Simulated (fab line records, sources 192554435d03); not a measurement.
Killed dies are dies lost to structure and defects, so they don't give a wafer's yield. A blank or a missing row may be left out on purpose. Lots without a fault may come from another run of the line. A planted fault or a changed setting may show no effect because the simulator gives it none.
fab line records | flow n5_finfet
record lots=10 wafers=30 last_day=17
route steps=1938 shown BEOL_M9@1404 BEOL_M10@1472 PASSIVATION@1936
lots that met no fault: from a run of the same line without faults
start_h: hours from the record's first day to the start of the lot's first wafer shown | wait_h: hours since the lot's step before | " the same as in the row above | L1.1+2: a row that stands for several wafers | - no value, or no start given | * or withheld: withheld | < > ~ a bound
route shown NAME@n: a module of which the file shows steps, and the number in the route of the first | usual: mean/standard deviation of fault-free wafers | same: alike in all rows | chamber/n: place in a boat | sites: the reading at each site | _std_site: their standard deviation | _edge_site: outer sites' mean less inner sites' | radius_mm: how far each site lies from the wafer's centre | mask NAME#n: copy n | behind: the tool/chamber that last shaped the wafer | hold: why the lot was held/for how many hours/how that ended | device: the transistor (n, p or np) that didn't switch | end of line: the same wafers' tests at the end of the route | a step without rows: its recipe alone | killed: dies lost to structure and defects at the first sort, not the wafer's yield | map: a wafer's dies, x killed, . not, _ none there
set.NAME: the setting as run; set.NAME@STEP: as run at that earlier step | model.NAME: the simulator's own value behind a step, which no gauge read
steps of the route over a sample of lots; a table a step, a row a wafer
services: from which hour (start_h, from the record's first day; less than 0 if before it) a tool's chamber was out of use, for how many hours, and why
## steps
# step N5_BEOL_M9_PECVD_70
# recipe material=SiO2 target_thk_a=200 temp_c=400 precursor=TEOS/O2 pressure_torr=5.5 rf_w=450 teos_flow_sccm=53.8 gas=O2 flow_sccm=3000 time_s=22.7
# usual heater_power_outer_w=388/64 heater_power_w=670/87 showerhead_plenum_p_Torr=8.78/0.047 throttle_valve_pct=22.6/1.4
# columns lot.wafer tool chamber start_h wait_h heater_power_outer_w heater_power_w showerhead_plenum_p_Torr throttle_valve_pct
L580.4 pecvd-02 1 239.10 0.1 417 696 8.72 24.6
L580.5 " 2 " " 407 705 8.80 20.8
L580.6 " 0 " " 384 638 8.75 22.9
L582.1 pecvd-02 1 248.13 0.0 413 715 8.73 24.7
L582.2 " 0 " " 318 549 8.73 23.3
L582.3 " 2 " " 382 655 8.78 20.7
L583.2 pecvd-02 1 258.03 0.0 404 691 8.72 24.8
L583.4 " 0 " " 306 525 8.78 23.0
L583.5 " 1 " " 396 685 8.74 24.8
L584.1 pecvd-03 0 269.59 0.0 285 497 8.81 21.4
L584.4 " 2 " " 435 686 8.72 20.4
L584.5 " 0 " " 288 507 8.84 21.7
L585.1 pecvd-02 1 274.66 0.0 330 629 8.73 24.7
L585.2 " 2 " " 437 739 8.78 21.1
L585.6 " 1 " " 334 619 8.74 24.7
L589.2 pecvd-02 2 289.50 0.0 455 755 8.79 20.9
L589.4 " 2 " " 456 744 8.78 20.9
L589.6 " 0 " " 310 530 8.75 23.2
L595.3 pecvd-04 0 323.63 0.0 392 724 8.79 21.6
L595.4 " 1 " " 478 753 8.81 24.6
L595.6 " 0 " " 384 716 8.81 21.6
L597.2 pecvd-04 2 334.66 0.0 268 587 8.87 22.7
L597.5 " 2 " " 274 574 8.85 22.6
L597.6 " 0 " " 365 705 8.80 21.7
L598.2 pecvd-04 1 341.35 0.0 512 798 8.81 24.5
L598.4 " 0 " " 432 791 8.80 21.9
L598.5 " 2 " " 293 624 8.83 22.7
L599.1 pecvd-02 2 353.03 0.0 476 780 8.77 21.1
L599.2 " 1 " " 416 713 8.72 24.7
L599.3 " 0 " " 387 635 8.77 23.5
# step N5_BEOL_M9_STRIP_80
# recipe chemistry=N2/H2 time_s=10 power_w=450 temp_c=40 pressure_mtorr=20 rf_frequency_hz=6e+07 bias_power_w=7 n2_flow_sccm=200 h2_flow_sccm=200
# usual bias_power_w=6.998/0.021 drypump_motor_current_A=5.8/0.53 n2_flow_sccm=200.0/0.66 oes_product_au=0.81/0.1 rf_vpp_V=59.3/0.9 showerhead_plenum_p_Torr=2.57/0.07 throttle_valve_pct=23.60/0.27
# same time_s=10
# columns lot.wafer tool chamber start_h wait_h bias_power_w drypump_motor_current_A n2_flow_sccm oes_product_au rf_hours_counter_h rf_vpp_V showerhead_plenum_p_Torr throttle_valve_pct
L580.4 rie_diel-03 2 - - 6.998 6.0 199.0 0.94 23 60.0 2.60 23.85
L580.5 " 2 " " 7.020 6.0 200.0 0.94 - 58.8 2.60 23.85
L580.6 " 3 " " 7.008 4.9 199.8 0.71 - 59.7 2.63 23.78
L582.1 rie_diel-05 2 - - 7.014 6.6 199.6 0.73 178 59.1 2.52 23.74
L582.2 " 3 " " 6.959 5.9 200.0 0.69 190 60.0 2.63 23.97
L582.3 " 1 " " 6.979 5.3 200.5 0.97 9 57.6 2.59 23.45
L583.2 rie_diel-02 1 - - 6.985 6.3 199.9 0.80 89 59.3 2.59 23.53
L583.4 " 2 " " 6.995 5.9 199.8 0.92 - 58.4 2.69 23.18
L583.5 " 3 " " 7.020 6.2 200.1 0.65 - 60.6 2.63 23.81
L584.1 rie_diel-03 3 - - 6.969 4.8 201.5 0.71 203 60.0 2.63 23.79
L584.4 " 1 " " 7.014 5.3 199.8 0.71 208 59.2 2.49 23.90
L584.5 " 2 " " 6.991 6.0 200.3 0.93 - 59.4 2.60 23.83
L585.1 rie_diel-02 3 - - 7.006 6.3 199.7 0.66 256 58.9 2.63 23.83
L585.2 " 2 " " 7.016 5.9 200.3 0.90 14 60.0 2.69 23.17
L585.6 " 3 " " 6.982 6.2 200.7 0.66 - 60.8 2.63 23.84
L589.2 rie_diel-03 3 - - 6.987 4.8 199.2 0.71 209 59.5 2.62 23.82
L589.4 " 0 " " 6.983 5.9 201.0 0.89 47 59.7 2.49 23.60
L589.6 " 3 " " 7.004 4.8 200.1 0.71 - 60.4 2.62 23.81
L595.3 rie_diel-02 2 - - 6.991 5.9 199.4 0.88 30 59.5 2.68 23.20
L595.4 " 0 " " 6.989 5.2 199.4 0.93 16 60.3 2.58 23.17
L595.6 " 0 " " 6.979 5.2 200.0 0.94 - 60.6 2.58 23.19
L597.2 rie_diel-03 1 - - 6.981 5.4 199.3 0.70 225 59.7 2.49 23.94
L597.5 " 2 " " 6.977 6.0 200.8 0.89 - 60.3 2.59 23.86
L597.6 " 3 " " 7.015 4.8 200.9 0.69 - 60.2 2.62 23.82
L598.2 rie_diel-02 3 - - 6.993 6.2 199.0 0.95 9 59.1 2.62 23.33
L598.4 " 2 " " 7.017 5.9 199.7 0.86 36 61.3 2.68 23.22
L598.5 " 3 " " 6.970 6.3 199.4 0.96 - 60.5 2.62 23.31
L599.1 rie_diel-05 3 - - 7.005 5.8 200.5 0.67 220 60.4 2.62 23.99
L599.2 " 0 " " 7.009 6.6 199.8 0.72 205 60.2 2.42 23.51
L599.3 " 1 " " 6.999 5.4 201.1 0.90 41 59.6 2.58 23.49
# step N5_BEOL_M9_PRE_CLEAN_45
# recipe gas=H2/He time_s=30 temp_c=250
# usual heater_power_w=330/23
# same time_s=30
# columns lot.wafer tool chamber start_h wait_h heater_power_w
L580.4 pvd_sputter-03 - 245.73 0.0 373
L580.5 " - " " 324
L580.6 " - " " 386
L582.1 pvd_sputter-01 - 253.45 0.0 299
L582.2 " - " " 377
L582.3 " - " " 325
L583.2 pvd_sputter-01 - 261.98 0.0 303
L583.4 " - " " 368
L583.5 " - " " 318
L584.1 pvd_sputter-01 - 275.38 0.0 381
L584.4 " - " " 313
L584.5 " - " " 317
L585.1 pvd_sputter-03 - 278.23 0.0 328
L585.2 " - " " 300
L585.6 " - " " 373
L589.2 pvd_sputter-03 - 293.61 0.0 303
L589.4 " - " " 319
L589.6 " - " " 312
L595.3 pvd_sputter-02 - 329.71 0.0 329
L595.4 " - " " 347
L595.6 " - " " 326
L597.2 pvd_sputter-03 - 341.10 0.0 319
L597.5 " - " " 376
L597.6 " - " " 309
L598.2 pvd_sputter-02 - 344.96 0.0 315
L598.4 " - " " 328
L598.5 " - " " 315
L599.1 pvd_sputter-03 - 356.31 0.0 311
L599.2 " - " " 325
L599.3 " - " " 303
# step N5_BEOL_M9_CMP_52
# recipe stop_on=SiCOH_lowk t_overpolish_s=7 down_force_psi=1 platen_rpm=50 clearing_platen_down_force_psi=1.5 clearing_platen_rpm=50 post_cmp_clean=cu_alkaline target_thk_nm=140 clearing_platen_pad_velocity_m_s=0.99484 pad_velocity_m_s=0.99484
# usual barrier_field_endpoint_s=28.7/0.96 motor_current_A=6.0/0.42
# columns lot.wafer tool chamber start_h wait_h barrier_field_endpoint_s motor_current_A
L580.4 cmp-02 1 247.07 0.2 27.9 6.6
L580.6 " 3 " " 28.3 5.6
L580.5 " 0 " " 28.5 6.5
L582.2 cmp-02 3 255.21 0.2 27.9 5.7
L582.1 " 1 " " 27.9 6.3
L582.3 " 2 " " 27.7 5.4
L583.2 cmp-04 2 263.13 0.3 28.6 5.8
L583.4 " 3 " " 28.2 6.7
L583.5 " 1 " " 28.2 5.6
L584.1 cmp-04 0 278.13 0.3 29.4 6.7
L584.4 " 3 " " 30.2 6.6
L584.5 " 0 " " 30.7 6.6
L585.1 cmp-04 3 279.41 0.3 23.6 6.0
L585.2 " 0 " " 28.7 6.2
L585.6 " 2 " " 24.9 6.0
L589.2 cmp-03 1 294.95 0.3 29.5 6.0
L589.4 " 2 " " 30.3 5.6
L589.6 " 3 " " 25.6 6.7
L595.3 cmp-04 1 331.29 0.2 27.8 5.9
L595.4 " 0 " " 28.3 6.3
L595.6 " 1 " " 28.9 6.1
L597.2 cmp-02 0 342.40 0.3 27.8 6.3
L597.5 " 2 " " 28.0 5.4
L597.6 " 3 " " 27.8 5.6
L598.4 cmp-04 2 346.53 0.1 29.8 5.9
L598.2 " 3 " " 28.6 6.7
L598.5 " 3 " " 29.1 6.5
L599.1 cmp-04 2 357.36 0.3 28.6 5.6
L599.3 " 3 " " 27.7 6.2
L599.2 " 1 " " 27.6 5.7
# step N5_BEOL_M10_THK_MEAS_01
# recipe reads=SiCOH_lowk_of_BEOL_M10_ILD_DEP_00
# usual M10_ILD_THK=267/3.7
# columns lot.wafer tool chamber start_h wait_h M10_ILD_THK[nm]
L580.4 film_metro-02 - 248.08 0.2 276
L580.5 " - " " 273
L580.6 " - " " 268
L582.1 film_metro-01 - 256.30 0.4 265
L582.2 " - " " 265
L582.3 " - " " 268
L583.2 film_metro-02 - 264.17 0.4 265
L583.4 " - " " 270
L583.5 " - " " 267
L584.1 film_metro-01 - 279.25 0.4 262
L584.4 " - " " 268
L584.5 " - " " 268
L585.1 film_metro-02 - 280.42 0.4 265
L585.2 " - " " 271
L585.6 " - " " 275
L589.2 film_metro-01 - 296.09 0.4 267
L589.4 " - " " 271
L589.6 " - " " 267
L595.3 film_metro-01 - 332.37 0.3 262
L595.4 " - " " 270
L595.6 " - " " 270
L597.2 film_metro-01 - 343.41 0.4 263
L597.5 " - " " 266
L597.6 " - " " 266
L598.2 film_metro-02 - 347.84 0.4 263
L598.4 " - " " 262
L598.5 " - " " 268
L599.1 film_metro-01 - 358.48 0.4 267
L599.2 " - " " 265
L599.3 " - " " 262
# step N5_PASSIVATION_PROBE_49
# usual defect_limited_yield=91.1/1.4 killed_at_M0_to_M3=34/9.7 killed_at_M4_up=13/5.1 killed_at_contacts=14/6.3 killed_at_front_end=40/11 killed_at_other=3.5/2.7 killed_dies=105/16 killed_open=70/12 killed_short=34/7.8 sort_bin_4_leakage=0.02/0.13 sort_bin_5_function=5.2/0.88 sort_bin_6_memory=3.3/0.7 sort_n_pass=1074/17 sort_yield_pct=91.0/1.5
# same gross_dies=1180 killed_at_back_side=0 sort_bin_8_speed[%]=0
# columns lot.wafer tool chamber start_h wait_h defect_limited_yield[%] killed_at_M0_to_M3 killed_at_M4_up killed_at_contacts killed_at_front_end killed_at_other killed_dies killed_open killed_short sort_bin_4_leakage[%] sort_bin_5_function[%] sort_bin_6_memory[%] sort_n_pass sort_yield_pct[%]
L582.1 prober-01 - 307.65 0.0 91.7 42 16 13 26 1 98 62 34 0 4.5 3.4 1082 91.7
L582.2 prober-01 - 307.70 0.1 92.1 35 19 7 30 2 93 63 30 0 5.3 2.3 1087 92.1
L582.3 prober-01 - 307.75 0.1 90.5 35 16 20 39 2 112 75 35 0 4.4 4.7 1068 90.5
L583.2 prober-01 - 320.92 0.1 89.4 27 6 29 61 2 125 80 42 0 5.5 4.5 1055 89.4
L583.4 prober-01 - 321.02 0.2 91.4 37 17 7 39 2 102 59 40 0 4.2 4.3 1078 91.4
L583.5 prober-01 - 321.07 0.2 91.0 38 13 17 31 7 106 71 35 0 5.3 3.4 1074 91.0
L584.1 prober-01 - 331.31 0.0 90.1 46 17 29 23 2 117 80 36 0 5.4 4.2 1063 90.1
L584.4 prober-01 - 331.46 0.2 90.2 40 17 22 34 3 116 83 33 0 6.0 3.6 1064 90.2
L584.5 prober-01 - 331.51 0.2 89.9 40 15 21 37 6 119 78 40 0 6.4 3.6 1061 89.9
L585.1 prober-01 - 335.86 0.0 89.7 40 13 11 57 1 122 83 35 0 6.1 3.9 1058 89.7
L585.2 prober-01 - 335.91 0.1 90.7 36 10 13 47 4 110 77 32 0 5.4 3.8 1070 90.7
L585.6 prober-01 - 336.11 0.3 88.7 32 20 14 66 1 133 87 45 0 5.5 5.1 1047 88.7
L589.2 prober-02 - 357.47 0.1 91.9 42 18 8 22 6 96 55 39 0 5.5 2.5 1084 91.9
L589.4 prober-02 - 357.57 0.2 92.2 21 12 18 37 4 92 68 23 0 5.0 2.7 1088 92.2
L589.6 prober-02 - 357.67 0.3 90.0 29 22 22 43 2 118 78 40 0 6.1 3.5 1062 90.0
L595.3 prober-01 - 386.96 0.1 90.3 28 6 21 51 8 114 76 30 0 5.9 3.1 1066 90.3
L595.4 prober-01 - 387.01 0.2 90.5 32 14 22 39 5 112 73 36 0.08 5.5 3.4 1067 90.4
L595.6 prober-01 - 387.11 0.3 89.4 40 17 19 41 8 125 77 38 0 6.1 3.5 1055 89.4
# killed by level:class
L582.1 BEOL_M0_SAQP:geometric_particle:short=12 BEOL_M3:geometric_particle:open=10 MOL_CONTACT_COAG:geometric_particle:open=9 BEOL_M0_SAQP:geometric_particle:open=9 BEOL_M4:geometric_particle:open=9 FIN_SAQP:geometric_particle:short=4 FIN_SAQP:geometric_particle:open=4 STI_FIN_REVEAL:geometric_particle:open=4
L582.2 STI_FIN_REVEAL:geometric_particle:open=10 BEOL_M4:geometric_particle:open=9 BEOL_M0_SAQP:geometric_particle:short=8 FIN_SAQP:geometric_particle:open=7 MOL_CONTACT_COAG:geometric_particle:open=7 BEOL_M0_SAQP:geometric_particle:open=7 BEOL_M3:geometric_particle:open=6 BEOL_M2:geometric_particle:open=6
L582.3 MOL_CONTACT_COAG:geometric_particle:open=17 STI_FIN_REVEAL:geometric_particle:open=16 BEOL_M0_SAQP:geometric_particle:short=11 BEOL_M4:geometric_particle:open=10 BEOL_M0_SAQP:geometric_particle:open=7 BEOL_M2:geometric_particle:open=5 BEOL_M3:geometric_particle:open=4 GATE_CUT:geometric_particle:short=4
L583.2 MOL_CONTACT_COAG:geometric_particle:open=24 BEOL_M1:geometric_particle:open=13 STI_FIN_REVEAL:geometric_particle:open=10 GATE_CUT:geometric_particle:short=10 FIN_SAQP:geometric_particle:short=9 FIN_SAQP:geometric_particle:open=7 DUMMY_GATE:geometric_particle:open=7 GATE_CUT:geometric_particle:open=5
L583.4 STI_FIN_REVEAL:geometric_particle:open=9 GATE_CUT:geometric_particle:short=9 BEOL_M2:geometric_particle:short=9 DUMMY_GATE:geometric_particle:open=6 BEOL_M5:geometric_particle:open=6 BEOL_M3:geometric_particle:open=6 BEOL_M0_SAQP:geometric_particle:short=5 GATE_CUT:geometric_particle:open=4
L583.5 STI_FIN_REVEAL:geometric_particle:open=12 BEOL_M1:geometric_particle:open=11 MOL_CONTACT_COAG:geometric_particle:open=9 BEOL_M3:geometric_particle:open=8 MOL_CONTACT_COAG:geometric_particle:short=8 BEOL_M4:geometric_particle:open=7 FIN_SAQP:geometric_particle:short=6 BEOL_M2:geometric_particle:open=6
L584.1 MOL_CONTACT_COAG:geometric_particle:open=22 BEOL_M0_SAQP:geometric_particle:short=18 BEOL_M0_SAQP:geometric_particle:open=14 STI_FIN_REVEAL:geometric_particle:open=10 BEOL_M4:geometric_particle:open=8 MOL_CONTACT_COAG:geometric_particle:short=7 BEOL_M2:geometric_particle:open=6 FIN_SAQP:geometric_particle:open=5
L584.4 MOL_CONTACT_COAG:geometric_particle:open=21 BEOL_M0_SAQP:geometric_particle:short=12 BEOL_M0_SAQP:geometric_particle:open=10 BEOL_M4:geometric_particle:open=10 STI_FIN_REVEAL:geometric_particle:open=8 BEOL_M1:geometric_particle:open=7 DUMMY_GATE:geometric_particle:open=6 BEOL_M1:geometric_particle:short=4
L584.5 MOL_CONTACT_COAG:geometric_particle:open=15 STI_FIN_REVEAL:geometric_particle:open=12 BEOL_M0_SAQP:geometric_particle:open=12 BEOL_M0_SAQP:geometric_particle:short=9 BEOL_M2:geometric_particle:open=8 BEOL_M4:geometric_particle:open=8 MOL_CONTACT_COAG:geometric_particle:short=6 STI_FIN_REVEAL:geometric_particle:short=5
L585.1 STI_FIN_REVEAL:geometric_particle:open=16 BEOL_M0_SAQP:geometric_particle:open=14 MOL_CONTACT_COAG:geometric_particle:open=9 BEOL_M2:geometric_particle:open=8 BEOL_M0_SAQP:geometric_particle:short=7 DUMMY_GATE:geometric_particle:open=6 STI_FIN_REVEAL:geometric_particle:short=5 GATE_CUT:geometric_particle:short=5
L585.2 MOL_CONTACT_COAG:geometric_particle:open=12 BEOL_M0_SAQP:geometric_particle:open=9 STI_FIN_REVEAL:geometric_particle:open=8 BEOL_M0_SAQP:geometric_particle:short=8 BEOL_M5:geometric_particle:open=8 FIN_SAQP:geometric_particle:open=7 DUMMY_GATE:geometric_particle:open=7 BEOL_M3:geometric_particle:open=7
L585.6 STI_FIN_REVEAL:geometric_particle:open=23 MOL_CONTACT_COAG:geometric_particle:open=11 STI_FIN_REVEAL:geometric_particle:short=8 BEOL_M0_SAQP:geometric_particle:short=6 BEOL_M0_SAQP:geometric_particle:open=6 BEOL_M4:geometric_particle:open=6 STARTING-WAFER:geometric_particle:short=6 FIN_SAQP:geometric_particle:open=5
L589.2 BEOL_M0_SAQP:geometric_particle:short=7 BEOL_M1:geometric_particle:open=7 BEOL_M1:geometric_particle:short=7 BEOL_M4:geometric_particle:open=7 MOL_CONTACT_COAG:geometric_particle:open=6 BEOL_M2:geometric_particle:open=5 DUMMY_GATE:geometric_particle:open=4 BEOL_M0_SAQP:geometric_particle:open=4
L589.4 MOL_CONTACT_COAG:geometric_particle:open=15 BEOL_M1:geometric_particle:open=10 BEOL_M4:geometric_particle:open=9 STI_FIN_REVEAL:geometric_particle:open=8 DUMMY_GATE:geometric_particle:open=8 ILD0:geometric_particle:short=4 BEOL_M2:geometric_particle:open=4 FIN_SAQP:geometric_particle:open=3
L589.6 MOL_CONTACT_COAG:geometric_particle:open=20 BEOL_M4:geometric_particle:open=12 BEOL_M1:geometric_particle:open=10 BEOL_M0_SAQP:geometric_particle:open=7 FIN_SAQP:geometric_particle:short=6 DUMMY_GATE:geometric_particle:open=6 BEOL_M0_SAQP:geometric_particle:short=6 BEOL_M4:geometric_particle:short=5
L595.3 MOL_CONTACT_COAG:geometric_particle:open=18 STI_FIN_REVEAL:geometric_particle:open=15 BEOL_M2:geometric_particle:open=8 BEOL_M3:geometric_particle:open=7 STARTING-WAFER:geometric_particle:short=6 FIN_SAQP:geometric_particle:open=5 BEOL_M0_SAQP:geometric_particle:short=5 STARTING-WAFER:geometric_particle:open=5
L595.4 MOL_CONTACT_COAG:geometric_particle:open=17 BEOL_M3:geometric_particle:open=12 STI_FIN_REVEAL:geometric_particle:open=9 BEOL_M0_SAQP:geometric_particle:open=6 FIN_SAQP:geometric_particle:open=5 FIN_SAQP:geometric_particle:short=5 MOL_CONTACT_COAG:geometric_particle:short=5 BEOL_M0_SAQP:geometric_particle:short=5
L595.6 BEOL_M2:geometric_particle:open=14 MOL_CONTACT_COAG:geometric_particle:open=12 HKMG_FIN:area_etch=7 FIN_SAQP:geometric_particle:short=6 MOL_CONTACT_COAG:geometric_particle:short=6 BEOL_M1:geometric_particle:open=6 BEOL_M4:geometric_particle:open=6 STI_FIN_REVEAL:geometric_particle:open=5
## services
# columns tool chamber start_h hours kind
pecvd-02 - 222.48 6.0 pm
cmp-03 - 236.80 5.6 repair
rie_diel-02 0 254.63 - clean
rie_diel-02 0 254.63 - consumable_replace:focus_ring
rie_diel-02 0 254.63 32.4 scheduled_down
rie_diel-02 0 254.63 32.4 vent_cycle
cmp-02 - 261.13 7.5 pm
rie_diel-02 3 287.04 - clean
rie_diel-02 3 287.04 - consumable_replace:focus_ring
rie_diel-02 3 287.04 29.0 scheduled_down
cmp-02 - 289.66 4.0 pm
cmp-02 - 298.05 6.0 pm
rie_diel-03 1 298.81 7.3 repair
pecvd-03 - 299.39 28.1 pm
cmp-03 - 306.40 12.4 repair
cmp-04 - 319.06 4.5 pm
rie_diel-02 1 322.00 2.0 repair
cmp-03 - 327.81 1.2 repair
cmp-03 - 334.16 4.0 pm
pecvd-03 - 334.70 0.7 repair
cmp-03 - 341.96 12.1 pm
rie_diel-03 - 350.66 0.5 repair
pvd_sputter-01 - 350.73 6.6 repair
pecvd-02 1 353.20 5.5 scheduled_down
## key
first_sign step=N5_BEOL_M9_CMP_52 reading=barrier_field_endpoint_s direction=down sigmas=4.1 usual=28.7 struck=24.7
effect none on later readings
met_at N5_BEOL_M9_PECVD_70
struck_lots L585,L589
struck_wafers L585.1,L585.6,L589.6
not_acting_at N5_BEOL_M9_STRIP_80,N5_BEOL_M9_PRE_CLEAN_45,N5_BEOL_M10_THK_MEAS_01
onset_between 258.03 274.66
fault kind=process_parameter_drift tool=pecvd-02 chamber=- onset_h=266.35 steps=N5_BEOL_M9_PECVD_70 channel=time_s offset=* shape=step end_h=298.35 scope=struck_wafers_only acts_in=* stated=*
